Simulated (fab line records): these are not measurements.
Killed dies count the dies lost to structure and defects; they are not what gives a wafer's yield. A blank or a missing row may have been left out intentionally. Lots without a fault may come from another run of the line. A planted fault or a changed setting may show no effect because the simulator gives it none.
fab line records | flow nand-harc
[record] lots = 13 | wafers = 37 | last-day = 33
route steps=1302 shown P_GATE@207 P_CONTACT@233
lots untouched by any fault: they come from a run of this same line in which no faults occurred
start-h: start of the lot's first displayed wafer, in hours after the record's first day | wait-h: hours elapsed since this lot's preceding step | " same as the row above | L1.1+2: one row covering several wafers at once | - no value, or no start was given | * or withheld: withheld | < > ~ a bound
route shown NAME@n: NAME is a module with steps in the file, n the number in the route of the first one | usual: mean and standard deviation over wafers with no fault | same: alike in all rows | chamber/n: place in a boat | sites: readings site by site | _std_site: the standard deviation of these | _edge_site: mean of outer sites minus mean of inner sites | radius-mm: how far each site lies from the wafer's centre | mask NAME#n: copy n | behind: tool/chamber where the wafer was last shaped | hold: cause of the lot's hold/its duration in hours/its outcome | device: names the non-switching transistor (n, p or np) | end of line: tests of these same wafers at the route's end | a step without rows: its recipe alone | killed: dies lost to structure and defects at the first sort, not the wafer's yield | map: the dies of a wafer, with x for killed, . for not killed, _ for no die there
set.NAME: setting as actually run; set.NAME@STEP: the setting as run at that earlier step | model.NAME: the simulator's own value behind a step, which no gauge read
the route's steps for a sample of lots (tables are steps, rows are wafers)
services: the hour from which a tool's chamber was out of use, counted from the record's first day as start-h (under 0 if before that day), plus the number of hours and why
[[steps]]
[step NHARC_P_GATE_RTA_64]
[recipe] temp-c = 1050 | time-s = 1
[usual] anneal-temp-c-max = 1057.5/1.5 | lamp-power-pct = 31.7/2.2 | lamp_zone_1_pct = 31.7/2.2 | lamp_zone_3_pct = 31.7/2.2 | wafer_temp_C_max = 1053.3/1.2
lot.wafer | tool          | chamber | start-h | wait-h | anneal-temp-c-max | lamp-power-pct | lamp_zone_1_pct | lamp_zone_3_pct | wafer_temp_C_max
L647.1    | rtp-anneal-01 | 0       | 131.79  | -      | 1057.3            | 33.6           | 33.7            | 33.7            | 1054.5
L647.3    | "             | 0       | "       | "      | 1056.7            | 33.7           | 33.6            | 33.7            | 1054.0
L647.4    | "             | 0       | "       | "      | 1056.4            | 33.6           | 33.6            | 33.7            | 1054.0
L648.1    | rtp-anneal-01 | 0       | 144.91  | -      | 1057.8            | 33.7           | 33.6            | 33.7            | 1054.6
L648.2    | "             | 0       | "       | "      | 1058.0            | 33.7           | 33.7            | 33.7            | 1053.9
L648.4    | "             | 0       | "       | "      | 1056.1            | 33.7           | 33.7            | 33.6            | 1054.1
L649.1    | rtp-anneal-01 | 0       | 154.85  | -      | 1056.8            | 33.6           | 33.7            | 33.6            | 1053.8
L649.4    | "             | 0       | "       | "      | 1056.2            | 33.7           | 33.6            | 33.7            | 1053.3
L649.6    | "             | 0       | "       | "      | 1055.0            | 33.6           | 33.7            | 33.6            | 1053.6
L650.1    | rtp-anneal-01 | 0       | 163.82  | -      | 1056.1            | 33.7           | 33.7            | 33.7            | 1054.5
L650.2    | "             | 0       | "       | "      | 1056.8            | 33.7           | 33.7            | 33.7            | 1053.1
L650.6    | "             | 0       | "       | "      | 1057.7            | 33.7           | 33.6            | 33.8            | 1054.5
L651.1    | rtp-anneal-02 | 0       | 179.31  | -      | 1058.4            | 29.3           | 29.4            | 29.3            | 1052.4
L651.4    | "             | 0       | "       | "      | 1059.4            | 29.3           | 29.3            | 29.4            | 1053.0
L651.6    | "             | 0       | "       | "      | 1056.0            | 29.3           | 29.3            | 29.4            | 1052.4
L653.1    | rtp-anneal-02 | 0       | 194.47  | -      | 1058.6            | 29.3           | 29.3            | 29.4            | 1052.3
L653.4    | "             | 0       | "       | "      | 1058.3            | 29.3           | 29.3            | 29.4            | 1052.0
L653.5    | "             | 0       | "       | "      | 1059.0            | 29.4           | 29.4            | 29.3            | 1052.7
L654.1    | rtp-anneal-02 | 0       | 218.75  | -      | 1058.9            | 29.3           | 29.3            | 29.4            | 1052.2
L654.2    | "             | 0       | "       | "      | 1056.5            | 29.3           | 29.3            | 29.3            | 1052.6
L654.5    | "             | 0       | "       | "      | 1057.3            | 29.3           | 29.3            | 29.3            | 1053.2
L655.1    | rtp-anneal-01 | 0       | 222.72  | -      | 1057.4            | 33.8           | 33.7            | 33.7            | 1054.8
L655.2    | "             | 0       | "       | "      | 1056.8            | 33.7           | 33.7            | 33.8            | 1056.3
L655.6    | "             | 0       | "       | "      | 1058.2            | 33.7           | 33.7            | 33.7            | 1056.0
L659.2    | rtp-anneal-02 | 0       | 258.51  | -      | 1057.5            | 29.4           | 29.3            | 29.4            | 1052.8
L659.6    | "             | 0       | "       | "      | 1056.7            | 29.3           | 29.3            | 29.3            | 1052.6
L660.1    | rtp-anneal-02 | 0       | 269.21  | -      | 1056.4            | 29.4           | 29.3            | 29.3            | 1053.2
L660.3    | "             | 0       | "       | "      | 1057.2            | 29.3           | 29.3            | 29.4            | 1052.8
L660.6    | "             | 0       | "       | "      | 1058.8            | 29.4           | 29.4            | 29.3            | 1053.0
L661.1    | rtp-anneal-01 | 0       | 278.90  | -      | 1057.3            | 33.6           | 33.7            | 33.7            | 1054.1
L661.6    | "             | 0       | "       | "      | 1057.9            | 33.7           | 33.7            | 33.7            | 1055.7
L666.1    | rtp-anneal-02 | 0       | 327.17  | -      | 1058.7            | 29.3           | 29.3            | 29.3            | 1053.1
L666.2    | "             | 0       | "       | "      | 1062.8            | 29.3           | 29.4            | 29.3            | 1051.6
L666.3    | "             | 0       | "       | "      | 1057.7            | 29.3           | 29.3            | 29.3            | 1052.7
L667.2    | rtp-anneal-02 | 0       | 334.10  | -      | 1057.9            | 29.4           | 29.3            | 29.3            | 1052.6
L667.4    | "             | 0       | "       | "      | 1057.2            | 29.3           | 29.3            | 29.3            | 1052.3
L667.6    | "             | 0       | "       | "      | 1057.8            | 29.4           | 29.3            | 29.3            | 1052.2
[step NHARC_P_GATE_DEGAS_109]
[recipe] temp-c = 300 | time-s = 60
[usual] heater-power-w = 491/61 | susceptor-temp-C = 300.02/0.2
lot.wafer | tool           | chamber | start-h | wait-h | heater-power-w | susceptor-temp-C
L647.4    | pvd-sputter-01 | -       | 132.09  | 0.1    | 454            | 299.58
L647.1    | "              | -       | "       | "      | 611            | 300.14
L647.3    | "              | -       | "       | "      | 568            | 300.07
L648.4    | pvd-sputter-02 | -       | 145.23  | 0.1    | 444            | 300.15
L648.2    | "              | -       | "       | "      | 563            | 299.83
L648.1    | "              | -       | "       | "      | 456            | 299.97
L649.1    | pvd-sputter-01 | -       | 155.16  | 0.1    | 602            | 300.51
L649.4    | "              | -       | "       | "      | 562            | 300.14
L649.6    | "              | -       | "       | "      | 618            | 300.10
L650.1    | pvd-sputter-02 | -       | 164.14  | 0.1    | 437            | 299.95
L650.2    | "              | -       | "       | "      | 536            | 300.03
L650.6    | "              | -       | "       | "      | 467            | 300.06
L651.1    | pvd-sputter-02 | -       | 179.63  | 0.1    | 547            | 300.02
L651.4    | "              | -       | "       | "      | 451            | 300.41
L651.6    | "              | -       | "       | "      | 550            | 299.81
L653.4    | pvd-sputter-02 | -       | 194.79  | 0.1    | 460            | 300.16
L653.1    | "              | -       | "       | "      | 444            | 299.76
L653.5    | "              | -       | "       | "      | 526            | 300.18
L654.2    | pvd-sputter-03 | -       | 219.09  | 0.1    | 529            | 299.59
L654.1    | "              | -       | "       | "      | 443            | 300.01
L654.5    | "              | -       | "       | "      | 399            | 299.98
L655.1    | pvd-sputter-03 | -       | 223.03  | 0.1    | 529            | 299.87
L655.2    | "              | -       | "       | "      | 526            | 299.83
L655.6    | "              | -       | "       | "      | 533            | 300.05
L659.2    | pvd-sputter-03 | -       | 258.79  | 0.1    | 530            | 300.10
L659.6    | "              | -       | "       | "      | 525            | 300.36
L660.1    | pvd-sputter-03 | -       | 269.52  | 0.1    | 393            | 299.91
L660.3    | "              | -       | "       | "      | 529            | 299.90
L660.6    | "              | -       | "       | "      | 444            | 299.87
L661.1    | pvd-sputter-03 | -       | 279.22  | 0.1    | 527            | 300.05
L661.6    | "              | -       | "       | "      | 406            | 300.15
L666.2    | pvd-sputter-03 | -       | 327.47  | 0.1    | 521            | 300.26
L666.3    | "              | -       | "       | "      | 553            | 299.98
L666.1    | "              | -       | "       | "      | 394            | 300.39
L667.4    | pvd-sputter-01 | -       | 334.38  | 0.1    | 599            | 299.94
L667.2    | "              | -       | "       | "      | 478            | 299.94
L667.6    | "              | -       | "       | "      | 593            | 299.96
[step NHARC_P_CONTACT_OVL_MEAS_13]
[usual] overlay-x-nm = -0.5/0.86 | overlay-y-nm = -0.1/0.93
lot.wafer | tool       | chamber | start-h | wait-h | overlay-x-nm | overlay-y-nm
L647.1    | overlay-01 | -       | 134.75  | -      | -0.1         | -0.3
L647.3    | "          | -       | "       | "      | 0.9          | -0.1
L647.4    | "          | -       | "       | "      | -0.1         | 0.2
L648.1    | overlay-02 | -       | 147.75  | -      | 0.0          | -0.2
L648.2    | "          | -       | "       | "      | -0.8         | -0.4
L648.4    | "          | -       | "       | "      | -0.5         | -0.5
L649.1    | overlay-02 | -       | 157.69  | -      | -0.2         | 0.1
L649.4    | "          | -       | "       | "      | -0.1         | 0.2
L649.6    | "          | -       | "       | "      | 0.1          | 0.1
L650.1    | overlay-02 | -       | 166.80  | -      | -1.5         | -0.4
L650.2    | "          | -       | "       | "      | -1.6         | -0.9
L650.6    | "          | -       | "       | "      | -1.0         | -0.4
L651.1    | overlay-02 | -       | 182.28  | -      | -0.1         | -0.4
L651.4    | "          | -       | "       | "      | -0.6         | -0.2
L651.6    | "          | -       | "       | "      | -0.7         | -0.5
L653.1    | overlay-02 | -       | 197.31  | -      | -1.7         | -0.7
L653.4    | "          | -       | "       | "      | -1.8         | -0.5
L653.5    | "          | -       | "       | "      | -1.8         | -0.2
L654.1    | overlay-01 | -       | 221.75  | -      | -0.2         | -0.9
L654.2    | "          | -       | "       | "      | 0.0          | -0.9
L654.5    | "          | -       | "       | "      | -0.1         | -1.2
L655.1    | overlay-02 | -       | 225.74  | -      | 0.6          | -0.2
L655.2    | "          | -       | "       | "      | 0.7          | 0.0
L655.6    | "          | -       | "       | "      | 0.7          | 0.0
L659.2    | overlay-02 | -       | 261.43  | -      | -0.3         | 0.6
L659.6    | "          | -       | "       | "      | -0.4         | 0.8
L660.1    | overlay-02 | -       | 272.08  | -      | 0.2          | 0.0
L660.3    | "          | -       | "       | "      | 0.0          | -0.2
L660.6    | "          | -       | "       | "      | 0.4          | -0.1
L661.1    | overlay-02 | -       | 282.12  | -      | -0.3         | -0.5
L661.6    | "          | -       | "       | "      | -0.6         | -0.2
L666.1    | overlay-01 | -       | 330.11  | -      | -0.2         | 1.6
L666.2    | "          | -       | "       | "      | -0.1         | 1.3
L666.3    | "          | -       | "       | "      | -0.1         | 1.0
L667.2    | overlay-02 | -       | 337.05  | -      | -0.3         | -1.2
L667.4    | "          | -       | "       | "      | -0.4         | -1.2
L667.6    | "          | -       | "       | "      | -0.4         | -0.6
[step NHARC_P_CONTACT_PRE_CLEAN_39]
[recipe] time-s = 19.5 | bias-v = 250 | gas = Ar
[usual] time-s = 19.5/0
lot.wafer | tool           | chamber | start-h | wait-h | time-s
L647.4    | pvd-sputter-01 | -       | 136.50  | -      | 19.5
L647.3    | "              | -       | "       | "      | 19.5
L647.1    | "              | -       | "       | "      | 19.5
L648.2    | pvd-sputter-03 | -       | 149.49  | -      | 19.5
L648.4    | "              | -       | "       | "      | 19.5
L648.1    | "              | -       | "       | "      | 19.5
L649.1    | pvd-sputter-02 | -       | 159.43  | -      | 19.5
L649.4    | "              | -       | "       | "      | 19.5
L649.6    | "              | -       | "       | "      | 19.5
L650.1    | pvd-sputter-03 | -       | 168.59  | -      | 19.5
L650.2    | "              | -       | "       | "      | 19.5
L650.6    | "              | -       | "       | "      | 19.5
L651.1    | pvd-sputter-02 | -       | 184.02  | -      | 19.5
L651.4    | "              | -       | "       | "      | 19.5
L651.6    | "              | -       | "       | "      | 19.5
L653.1    | pvd-sputter-03 | -       | 199.06  | -      | 19.5
L653.4    | "              | -       | "       | "      | 19.5
L653.5    | "              | -       | "       | "      | 19.5
L654.1    | pvd-sputter-01 | -       | 223.56  | -      | 19.5
L654.2    | "              | -       | "       | "      | 19.5
L654.5    | "              | -       | "       | "      | 19.5
L655.1    | pvd-sputter-03 | -       | 227.51  | -      | 19.5
L655.2    | "              | -       | "       | "      | 19.5
L655.6    | "              | -       | "       | "      | 19.5
L659.2    | pvd-sputter-03 | -       | 263.17  | -      | 19.5
L659.6    | "              | -       | "       | "      | 19.5
L660.1    | pvd-sputter-03 | -       | 273.83  | -      | 19.5
L660.3    | "              | -       | "       | "      | 17.97
L660.6    | "              | -       | "       | "      | 19.5
L661.1    | pvd-sputter-03 | -       | 283.88  | -      | 19.5
L661.6    | "              | -       | "       | "      | 19.5
L666.2    | pvd-sputter-01 | -       | 331.86  | -      | 19.5
L666.1    | "              | -       | "       | "      | 19.5
L666.3    | "              | -       | "       | "      | 19.5
L667.2    | pvd-sputter-03 | -       | 338.81  | -      | 19.5
L667.4    | "              | -       | "       | "      | 19.5
L667.6    | "              | -       | "       | "      | 19.5
[[services]]
tool           | chamber | start-h | hours | kind
pvd-sputter-02 | -       | 113.70  | 2.9   | repair
pvd-sputter-03 | -       | 118.72  | 5.7   | repair
pvd-sputter-03 | -       | 130.04  | 2.8   | repair
pvd-sputter-03 | -       | 145.11  | 1.6   | repair
pvd-sputter-03 | -       | 170.01  | 10.0  | pm
pvd-sputter-01 | -       | 247.91  | 10.0  | pm
pvd-sputter-03 | -       | 260.60  | 0.8   | repair
pvd-sputter-01 | -       | 264.85  | 1.9   | repair
pvd-sputter-02 | -       | 282.65  | 10.0  | pm
pvd-sputter-01 | -       | 317.25  | 7.8   | repair
[[key]]
[first-sign] step = NHARC_P_CONTACT_PRE_CLEAN_39 | reading = time-s | direction = down | sigmas = 99+ | usual = * | struck = *
effect none on later readings
met-at NHARC_P_CONTACT_PRE_CLEAN_39
struck-lots L660
struck-wafers L660.3
tester-left-out L660
not-acting-at NHARC_P_GATE_RTA_64,NHARC_P_GATE_DEGAS_109,NHARC_P_CONTACT_OVL_MEAS_13
onset-between 227.51 273.83
[fault] kind = process-parameter-drift | tool = pvd-sputter-03 | chamber = - | onset-h = 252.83 | steps = NHARC_P_CONTACT_PRE_CLEAN_39 | channel = time-s | offset = * | shape = step | end-h = 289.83 | scope = struck-wafers-only | acts-in = * | stated = *
// tester-left-out: of these lots the tester's yield and bins aren't shown, on N5 and GAA mostly nor the transistor test; their killed dies are dies lost to structure and defects alone, not to doping, threshold or leakage, so they don't give the yield
